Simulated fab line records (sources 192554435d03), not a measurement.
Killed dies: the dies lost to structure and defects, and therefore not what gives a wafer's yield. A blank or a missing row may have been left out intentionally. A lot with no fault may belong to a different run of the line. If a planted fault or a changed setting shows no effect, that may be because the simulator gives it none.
Lot-split experiment | flow n5 finfet | 39 wafers read from 7 lots, route of 1938 steps

SPLIT DETAILS
At N5_HKMG_FIN_ETCH_35 (etches SOC in N2/H2, target depth 215.8 nm, time 243.4 s), the setting target depth a was moved away from the recipe's 2158 angstrom on 12 of the 39 wafers read, by -54.5% to +31.2%. All remaining wafers had this setting at the recipe value.

Reading taken at the split's own step.

THE READING
HKMG_FIN.feature depth nm (the simulator's own value, which no gauge read), in nm, at N5_HKMG_FIN_ETCH_35 (etches SOC in N2/H2, target depth 215.8 nm, time 243.4 s). There is no usual value for it anywhere in the file. Average 220.4 nm, standard deviation 7.9 nm, over the 27 wafers here run with the recipe.

wafer  | tool, chamber at the split | target depth a as run, angstrom | against the recipe | HKMG_FIN.feature depth nm, nm | against lot-mates on the recipe
L077.1 | rie diel-06, 1             | 1359                            | -37.0%             | 145                           | -76.1
L077.2 | rie diel-06, 3             | 1359                            | -37.0%             | 147                           | -74.1
L077.3 | rie diel-06, 0             | 1359                            | -37.0%             | 134                           | -87.1
L077.4 | rie diel-06, 2             | 2158                            | recipe             | 215.4                         | -
L077.5 | rie diel-06, 2             | 2158                            | recipe             | 214.8                         | -
L077.6 | rie diel-06, 3             | 2158                            | recipe             | 233.2                         | -
L079.1 | rie diel-06, 1             | 982.8                           | -54.5%             | 105                           | -115.9
L079.2 | rie diel-06, 2             | 2158                            | recipe             | 214.6                         | -
L079.3 | rie diel-06, 0             | 982.8                           | -54.5%             | 96.6                          | -124.3
L079.4 | rie diel-06, 3             | 2158                            | recipe             | 234                           | -
L079.5 | rie diel-06, 0             | 2158                            | recipe             | 214.2                         | -
L079.6 | rie diel-06, 3             | 982.8                           | -54.5%             | 106                           | -114.9
L081.1 | rie diel-06, 1             | 2158                            | recipe             | 228.2                         | -
L081.2 | rie diel-06, 3             | 2158                            | recipe             | 229.4                         | -
L081.3 | rie diel-06, 2             | 2158                            | recipe             | 214.2                         | -
L081.4 | rie diel-06, 2             | 2158                            | recipe             | 210.2                         | -
L081.5 | rie diel-06, 3             | 2158                            | recipe             | 230.4                         | -
L081.6 | rie diel-06, 1             | 2158                            | recipe             | 227.2                         | -
L083.2 | rie diel-05, 2             | 2158                            | recipe             | 210.8                         | -
L083.4 | rie diel-05, 1             | 2158                            | recipe             | 222.2                         | -
L083.6 | rie diel-05, 1             | 2158                            | recipe             | 221.2                         | -
L086.1 | rie diel-06, 0             | 2158                            | recipe             | 213                           | -
L086.2 | rie diel-06, 3             | 1820                            | -15.7%             | 193.6                         | -26.2
L086.3 | rie diel-06, 2             | 1820                            | -15.7%             | 178.4                         | -41.4
L086.4 | rie diel-06, 1             | 2158                            | recipe             | 222.8                         | -
L086.5 | rie diel-06, 1             | 2158                            | recipe             | 223.6                         | -
L086.6 | rie diel-06, 2             | 1820                            | -15.7%             | 179                           | -40.8
L089.1 | rie diel-06, 1             | 2158                            | recipe             | 226.6                         | -
L089.2 | rie diel-06, 3             | 2158                            | recipe             | 231                           | -
L089.3 | rie diel-06, 2             | 2158                            | recipe             | 211.6                         | -
L089.4 | rie diel-06, 0             | 2158                            | recipe             | 213.4                         | -
L089.5 | rie diel-06, 3             | 2158                            | recipe             | 232.2                         | -
L089.6 | rie diel-06, 2             | 2158                            | recipe             | 213                           | -
L096.1 | rie diel-04, 3             | 2832                            | +31.2%             | 287.4                         | +72.6
L096.2 | rie diel-04, 2             | 2832                            | +31.2%             | 276.6                         | +61.8
L096.3 | rie diel-04, 3             | 2832                            | +31.2%             | 292                           | +77.2
L096.4 | rie diel-04, 2             | 2158                            | recipe             | 210.8                         | -
L096.5 | rie diel-04, 2             | 2158                            | recipe             | 212.2                         | -
L096.6 | rie diel-04, 3             | 2158                            | recipe             | 221.4                         | -

THE FIT
A straight line over all 39 wafers: HKMG_FIN.feature depth nm changes by +2.14 nm for each +1% of target depth a; r = +0.98; the points scatter about the line by 7.7 nm.
The same after taking each lot's own level away (the mean of its wafers on the recipe; 39 wafers): +2.19 nm for each +1%; r = +0.99; scatter 7.3 nm.
According to that fit, moving target depth a by its largest amount changes the reading by 1.2e+02 nm.
The span of the lots' own levels, 214.80 to 223.27 nm, comes to 1.1 times the standard deviation stated above.
Consequently the slope shifts little with the lot-to-lot level, the two slopes agreeing.
Check: for one of the wafers moved furthest among these (-54.5%), held out of the fit, the line's prediction against its lot-mates is -120 nm. It came out at -116 nm against them.

THE OTHER SPLITS THESE WAFERS WENT THROUGH
These wafers also went through other splits before the reading. Each is held against what the fit with the lots' levels taken away leaves over:
other split on the same wafers    | wafers away from the commonest value | r with HKMG_FIN.feature depth nm (lot level and that fit taken away)
N5_FIN_CUT_CUT_ETCH_15 time s     | 9                                    | +0.18
N5_SDB_CUT_ETCH_26 target depth a | 15                                   | +0.23

THE WHOLE CHAIN: every reading that the file lists as answering this split, in the file's order
step                | what it does                                             | reading                                                                         | change (the file's fit)              | r (the file's)
N5_HKMG_FIN_ETCH_35 | etches SOC in N2/H2, target depth 215.8 nm, time 243.4 s | etch.depth nm (the simulator's own value, which no gauge read)                  | +2.19 nm for each +1% of the setting | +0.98
N5_HKMG_FIN_ETCH_35 | etches SOC in N2/H2, target depth 215.8 nm, time 243.4 s | SOC_of_HKMG_FIN_COAT_29.thk nm (the simulator's own value, which no gauge read) | -2.18 nm for each +1% of the setting | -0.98
N5_HKMG_FIN_ETCH_35 | etches SOC in N2/H2, target depth 215.8 nm, time 243.4 s | HKMG_FIN.feature depth nm (the simulator's own value, which no gauge read)      | +2.19 nm for each +1% of the setting | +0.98

THE FILE'S OWN FIT
HKMG_FIN.feature depth nm changes by +2.19 nm for each +1% of target depth a, r = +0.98.
